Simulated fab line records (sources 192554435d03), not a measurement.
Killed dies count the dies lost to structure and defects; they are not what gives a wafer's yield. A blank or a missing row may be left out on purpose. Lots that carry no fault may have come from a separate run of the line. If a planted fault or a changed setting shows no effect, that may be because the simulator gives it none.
Which of the tools did it? + flow n5-finfet + 24 wafers from 8 lots sampled at 8 of the route's 1938 steps

WHAT THE GAUGES READ, wafer by wafer
N5_BEOL_M2_INSPECT_59: inspects for defects (darkfield). Usual: 73 for raw-defect-count, sd 28.
| lot  | measured     | on                | raw-defect-count | flag |
|------|--------------|-------------------|------------------|------|
| L985 | day 8 05:28  | defect-inspect-02 | 111 161 112      |      |
| L989 | day 8 11:52  | defect-inspect-01 | 46 57 49         |      |
| L991 | day 8 23:42  | defect-inspect-02 | 69 93 59         |      |
| L995 | day 10 10:20 | defect-inspect-02 | 451 97 96        | OFF  |
| L999 | day 11 06:52 | defect-inspect-01 | 402 143 83       | OFF  |
| L102 | day 11 17:47 | defect-inspect-01 | 62 88 129        |      |
| L105 | day 12 16:31 | defect-inspect-01 | 67 55 42         |      |
| L103 | day 12 17:07 | defect-inspect-02 | 43 92 66         |      |

N5_BEOL_M3_INSPECT_13: inspects for defects (brightfield). Usual: 394 for raw-defect-count, sd 85.
| lot  | measured     | on                | raw-defect-count | flag |
|------|--------------|-------------------|------------------|------|
| L985 | day 8 08:00  | defect-inspect-01 | 493 444 440      |      |
| L989 | day 8 13:01  | defect-inspect-01 | 302 351 371      |      |
| L991 | day 9 01:07  | defect-inspect-02 | 428 560 488      |      |
| L995 | day 10 12:29 | defect-inspect-01 | 674 343 313      |      |
| L999 | day 11 07:54 | defect-inspect-01 | 630 427 318      |      |
| L102 | day 11 22:04 | defect-inspect-01 | 347 384 403      |      |
| L105 | day 12 17:16 | defect-inspect-01 | 285 341 338      |      |
| L103 | day 12 19:32 | defect-inspect-02 | 362 433 450      |      |

N5_BEOL_M3_INSPECT_30: inspects for defects (brightfield). Usual: 408 for raw-defect-count, sd 90.
| lot  | measured     | on                | raw-defect-count | flag |
|------|--------------|-------------------|------------------|------|
| L985 | day 8 08:55  | defect-inspect-01 | 487 464 446      |      |
| L989 | day 8 14:04  | defect-inspect-02 | 375 442 436      |      |
| L991 | day 9 02:08  | defect-inspect-02 | 459 575 503      |      |
| L995 | day 10 13:23 | defect-inspect-01 | 694 336 297      |      |
| L999 | day 11 08:47 | defect-inspect-01 | 669 441 323      |      |
| L102 | day 11 23:06 | defect-inspect-02 | 432 480 504      |      |
| L105 | day 12 18:17 | defect-inspect-02 | 366 421 420      |      |
| L103 | day 12 20:46 | defect-inspect-02 | 387 448 445      |      |

N5_BEOL_M4_RC_MEAS_101. Usual: DIBL_N 35.9 mV/V, standard deviation 1.4; DIBL_P 35.9 mV/V, standard deviation 1.7; IOFF_N 0.160 nA/um, standard deviation 0.026; IOFF_P 0.21 nA/um, standard deviation 0.036; ION_N 672 uA/um, standard deviation 11; ION_P 461 uA/um, standard deviation 8.1; SS_N 71.4 mV/dec, standard deviation 0.54; SS_P 73.2 mV/dec, standard deviation 0.67; VT_N 249.3 mV, standard deviation 2.7; VT_P -250 mV, standard deviation 3.9.
| lot  | measured     | on        | DIBL_N (mV/V)  | DIBL_P (mV/V)  | IOFF_N (nA/um)    | IOFF_P (nA/um) | ION_N (uA/um) | ION_P (uA/um) | SS_N (mV/dec)  | SS_P (mV/dec)  | VT_N (mV)         | VT_P (mV)      | flag |
|------|--------------|-----------|----------------|----------------|-------------------|----------------|---------------|---------------|----------------|----------------|-------------------|----------------|------|
| L985 | day 9 00:26  | prober-01 | 34.8 36.4 32.5 | 34.6 37.3 32.9 | 0.127 0.172 0.114 | 0.20 0.26 0.19 | 660 683 669   | 460 474 470   | 71.4 71.5 70.7 | 71.7 73.3 72.3 | 253.8 250.2 250.5 | -248 -246 -247 |      |
| L989 | day 9 05:35  | prober-01 | 35.8 37.2 35.4 | 37.4 38.3 36.6 | 0.168 0.183 0.158 | 0.24 0.24 0.21 | 689 681 666   | 473 463 459   | 71.4 71.7 70.7 | 73.3 73.6 73.8 | 248.0 246.9 249.3 | -249 -247 -252 |      |
| L991 | day 10 06:41 | prober-02 | 36.4 34.8 36.5 | 37.4 35.2 36.9 | 0.167 0.132 0.172 | 0.19 0.16 0.20 | 688 673 679   | 457 456 463   | 70.5 71.3 70.6 | 74.0 73.0 73.3 | 249.1 249.8 248.2 | -254 -256 -251 |      |
| L995 | day 11 10:02 | prober-02 | 38.3 35.8 36.1 | 39.4 36.3 36.8 | 0.204 0.158 0.169 | 0.25 0.20 0.21 | 676 686 687   | 464 466 463   | 72.0 71.6 71.7 | 73.9 72.9 72.5 | 243.8 248.7 245.5 | -250 -250 -251 |      |
| L999 | day 12 01:50 | prober-01 | 36.9 35.4 35.4 | 35.9 34.5 34.0 | 0.178 0.158 0.147 | 0.21 0.20 0.18 | 678 664 662   | 461 453 445   | 72.2 72.0 71.9 | 73.9 72.6 73.1 | 247.4 249.4 252.3 | -249 -252 -254 |      |
| L102 | day 13 00:23 | prober-01 | 35.5 37.5 35.4 | 35.9 38.4 35.7 | 0.162 0.193 0.156 | 0.25 0.28 0.24 | 663 680 667   | 465 472 462   | 72.1 72.4 71.2 | 72.7 74.2 72.8 | 249.5 248.3 249.9 | -243 -244 -248 |      |
| L105 | day 13 21:41 | prober-01 | 36.2 35.4 34.2 | 37.0 37.1 34.5 | 0.186 0.171 0.136 | 0.23 0.22 0.18 | 670 690 660   | 458 465 451   | 72.1 71.6 71.1 | 73.9 74.4 72.8 | 245.1 248.0 251.7 | -248 -250 -253 |      |
| L103 | day 13 21:21 | prober-02 | 36.1 37.1 37.0 | 34.4 36.0 36.6 | 0.142 0.142 0.158 | 0.15 0.17 0.18 | 664 643 674   | 450 441 450   | 70.9 71.9 71.8 | 72.8 73.1 73.2 | 249.5 253.3 248.2 | -258 -254 -255 |      |

TOOL THAT RAN EACH LOT (tool first, then ch and the chambers of the sampled wafers, then the start)
| lot  | N5_BEOL_M2_SPUTTER_90        | N5_BEOL_M2_ANNEAL_91         | N5_BEOL_M2_SPUTTER_96        | N5_BEOL_M2_CMP_52             |
|------|------------------------------|------------------------------|------------------------------|-------------------------------|
| L985 | pvd-sputter-03, day 8 03:41  | pvd-sputter-03, day 8 03:46  | pvd-sputter-03, day 8 04:20  | cmp-04 ch 0,1, day 8 04:50    |
| L989 | pvd-sputter-03, day 8 10:01  | pvd-sputter-03, day 8 10:06  | pvd-sputter-03, day 8 10:41  | cmp-03 ch 1,2,3, day 8 11:17  |
| L991 | pvd-sputter-02, day 8 21:58  | pvd-sputter-02, day 8 22:02  | pvd-sputter-02, day 8 22:37  | cmp-01 ch 0,3, day 8 23:07    |
| L995 | pvd-sputter-02, day 10 08:29 | pvd-sputter-02, day 10 08:34 | pvd-sputter-02, day 10 09:09 | cmp-03 ch 1,2, day 10 09:41   |
| L999 | pvd-sputter-02, day 11 05:08 | pvd-sputter-02, day 11 05:13 | pvd-sputter-02, day 11 05:47 | cmp-03 ch 1,2,3, day 11 06:22 |
| L102 | pvd-sputter-02, day 11 16:04 | pvd-sputter-02, day 11 16:08 | pvd-sputter-02, day 11 16:43 | cmp-04 ch 1,2,3, day 11 17:13 |
| L105 | pvd-sputter-01, day 12 14:45 | pvd-sputter-01, day 12 14:50 | pvd-sputter-01, day 12 15:25 | cmp-01 ch 1,3, day 12 15:57   |
| L103 | pvd-sputter-03, day 12 15:22 | pvd-sputter-03, day 12 15:27 | pvd-sputter-03, day 12 16:02 | cmp-04 ch 1,2, day 12 16:31   |
- N5_BEOL_M2_SPUTTER_90: material Cu, target thk 4.5 nm, time 8.29 s.
- N5_BEOL_M2_ANNEAL_91: time 240 s.
- N5_BEOL_M2_SPUTTER_96: material Cu, target thk 4.5 nm, time 8.29 s.
- N5_BEOL_M2_CMP_52: polishes, stops on SiOC, t overpolish 6.8 s, target thk 40 nm.

WHAT THE TOOLS THEMSELVES READ (means of the sampled wafers that have a number; where no wafer has one, the mark that the record gives instead)
N5_BEOL_M2_SPUTTER_90. Usual: chuck-gas-flow-sccm 1.26 sccm, standard deviation 0.057; susceptor-temp-C -20.00 C, standard deviation 0.1; throttle-valve-pct 29.9 %, standard deviation 1.3.
| lot  | tool           | chuck-gas-flow-sccm (sccm) | susceptor-temp-C (C) | throttle-valve-pct (%) | flag |
|------|----------------|----------------------------|----------------------|------------------------|------|
| L985 | pvd-sputter-03 | 1.30                       | -20.08               | 29.4                   |      |
| L989 | pvd-sputter-03 | 1.26                       | -20.06               | 29.4                   |      |
| L991 | pvd-sputter-02 | 1.24                       | -19.92               | 31.4                   |      |
| L995 | pvd-sputter-02 | 1.26                       | -20.01               | 30.9                   |      |
| L999 | pvd-sputter-02 | 1.27                       | -19.97               | 30.8                   |      |
| L102 | pvd-sputter-02 | 1.25                       | -19.95               | 29.4                   |      |
| L105 | pvd-sputter-01 | 1.28                       | -19.89               | 29.9                   |      |
| L103 | pvd-sputter-03 | 1.25                       | -20.06               | 30.2                   |      |

N5_BEOL_M2_ANNEAL_91. Usual: heater-power-w 794 W, standard deviation 71; susceptor-temp-C 400.04 C, standard deviation 0.21; susceptor_temp_C_max 401.1, standard deviation 0.34.
| lot  | tool           | heater-power-w (W) | susceptor-temp-C (C) | susceptor_temp_C_max | flag |
|------|----------------|--------------------|----------------------|----------------------|------|
| L985 | pvd-sputter-03 | 765                | 400.08               | 400.9                |      |
| L989 | pvd-sputter-03 | 797                | 400.19               | 401.1                |      |
| L991 | pvd-sputter-02 | 700                | 400.18               | 401.3                |      |
| L995 | pvd-sputter-02 | 817                | 400.23               | 401.0                |      |
| L999 | pvd-sputter-02 | 747                | 400.04               | 401.0                |      |
| L102 | pvd-sputter-02 | 860                | 400.07               | 401.2                |      |
| L105 | pvd-sputter-01 | 831                | 400.13               | 401.3                |      |
| L103 | pvd-sputter-03 | 792                | 399.98               | 400.8                |      |

N5_BEOL_M2_SPUTTER_96. Usual: chuck-gas-flow-sccm 1.26 sccm, standard deviation 0.052; susceptor-temp-C -19.99 C, standard deviation 0.1; throttle-valve-pct 29.9 %, standard deviation 1.3.
| lot  | tool           | chuck-gas-flow-sccm (sccm) | susceptor-temp-C (C) | throttle-valve-pct (%) | flag |
|------|----------------|----------------------------|----------------------|------------------------|------|
| L985 | pvd-sputter-03 | 1.25                       | -19.93               | 29.4                   |      |
| L989 | pvd-sputter-03 | 1.27                       | -20.01               | 29.4                   |      |
| L991 | pvd-sputter-02 | 1.23                       | -19.96               | 31.1                   |      |
| L995 | pvd-sputter-02 | 1.23                       | -19.95               | 30.8                   |      |
| L999 | pvd-sputter-02 | 1.23                       | -19.97               | 30.6                   |      |
| L102 | pvd-sputter-02 | 1.23                       | -20.04               | 29.4                   |      |
| L105 | pvd-sputter-01 | 1.34                       | -20.10               | 29.8                   |      |
| L103 | pvd-sputter-03 | 1.32                       | -19.96               | 30.0                   |      |

N5_BEOL_M2_CMP_52. Usual: barrier-field-endpoint-s 24.9 s, standard deviation 0.78; motor-current-A 6.0 A, standard deviation 0.64; overpolish-run-s 6.799 s, standard deviation 0.0086; time-to-endpoint-s 64 s, standard deviation 4.4.
| lot  | tool   | barrier-field-endpoint-s (s) | motor-current-A (A) | overpolish-run-s (s) | time-to-endpoint-s (s) | flag |
|------|--------|------------------------------|---------------------|----------------------|------------------------|------|
| L985 | cmp-04 | 25.3                         | 6.0                 | 6.796                | 67                     |      |
| L989 | cmp-03 | 23.9                         | 6.2                 | 6.798                | 63                     |      |
| L991 | cmp-01 | 25.5                         | 6.0                 | 6.798                | 67                     |      |
| L995 | cmp-03 | 24.3                         | 6.2                 | 6.795                | 58                     |      |
| L999 | cmp-03 | 24.5                         | 6.2                 | 6.797                | 58                     |      |
| L102 | cmp-04 | 25.2                         | 6.1                 | 6.790                | 69                     |      |
| L105 | cmp-01 | 24.6                         | 5.2                 | 6.799                | 62                     |      |
| L103 | cmp-04 | 25.0                         | 6.7                 | 6.795                | 64                     |      |

THE ANSWER, worked out from the rows above alone
Rule: a lot is off if the mean of its wafers that have a number lies more than 3 standard deviations from the usual mean. Also off: a lot with no number at a reading for which 4 or more lots have one. Where the step has rows for the other lots, those lots are counted as sound. The gauges are gone through in route order, then the tools' own readings, and for those a lot's mean is taken as printed above. At the first step where some lot is off, the reading lying furthest off is the one used; lots without a number count as furthest.
Off, at N5_BEOL_M2_INSPECT_59 on raw-defect-count: L995, L999.
If a tool, at a process step before that reading, ran all the lots that are off and no sound lot after the first of them, it fits. The gauges at N5_BEOL_M2_INSPECT_59 are tried like those tools. One fits: cmp-03 at N5_BEOL_M2_CMP_52. Its last sound lot is L989 (day 8 11:17), its first lot that is off L995 (day 10 09:41): a fault that began between those two fits.

WHAT HAD BEEN PUT IN BY THE SIMULATOR
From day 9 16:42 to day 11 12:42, cmp-03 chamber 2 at N5_BEOL_M2_CMP_52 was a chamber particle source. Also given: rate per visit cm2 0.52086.
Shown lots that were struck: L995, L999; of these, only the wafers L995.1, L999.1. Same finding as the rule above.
